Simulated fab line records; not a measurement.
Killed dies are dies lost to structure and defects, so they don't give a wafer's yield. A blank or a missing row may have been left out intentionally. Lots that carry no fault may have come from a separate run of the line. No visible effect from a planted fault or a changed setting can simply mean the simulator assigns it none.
Chamber matching ; flow n5-finfet ; N5_FIN_SAQP_PECVD_47 on pecvd-01: 3 sister chambers
The step deposits a-Si from SiH4/He, target thk 45 nm, time 36.3 s. 3 wafers are shown with their chamber, then 8 later ones without.

WAFERS WITH THEIR CHAMBER
wafer;chamber;showerhead-plenum-p-Torr (Torr)
L090.2;2;5.68
L090.4;1;5.59
L092.1;0;5.72

WAFERS MISSING THEIR CHAMBER
wafer;showerhead-plenum-p-Torr (Torr)
L092.2;5.59
L092.3;5.70
L095.1;5.70
L095.3;5.57
L095.6;5.70
L096.2;5.74
L096.3;5.69
L096.6;5.72

EACH ONE'S CHAMBER
wafer;from the rows above;in truth
L092.2;1;1
L092.3;can't be placed: 0 or 2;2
L095.1;can't be placed: 0 or 2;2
L095.3;1;1
L095.6;can't be placed: 0 or 2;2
L096.2;0;0
L096.3;can't be placed: 2 or 0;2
L096.6;0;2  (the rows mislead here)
Correct placement for 3 of the 8. Unplaceable from these rows: 4, with the true chamber sitting among the candidates in 4. Placed wrongly: 1.
How it was worked out, from the rows above alone: a wafer's distance from a chamber is the root of the sum, over the readings, of the square of ((its reading less the chamber's mean) divided by the reading's scatter). If the next closest chamber is less than 2 further off than the closest, the wafer can't be placed; otherwise it belongs to the closest. Each chamber's mean is taken over the wafers shown for it. The scatter (one wafer shown for each chamber): square how far every hidden wafer sits from the nearest shown wafer, average those squares and take the square root.
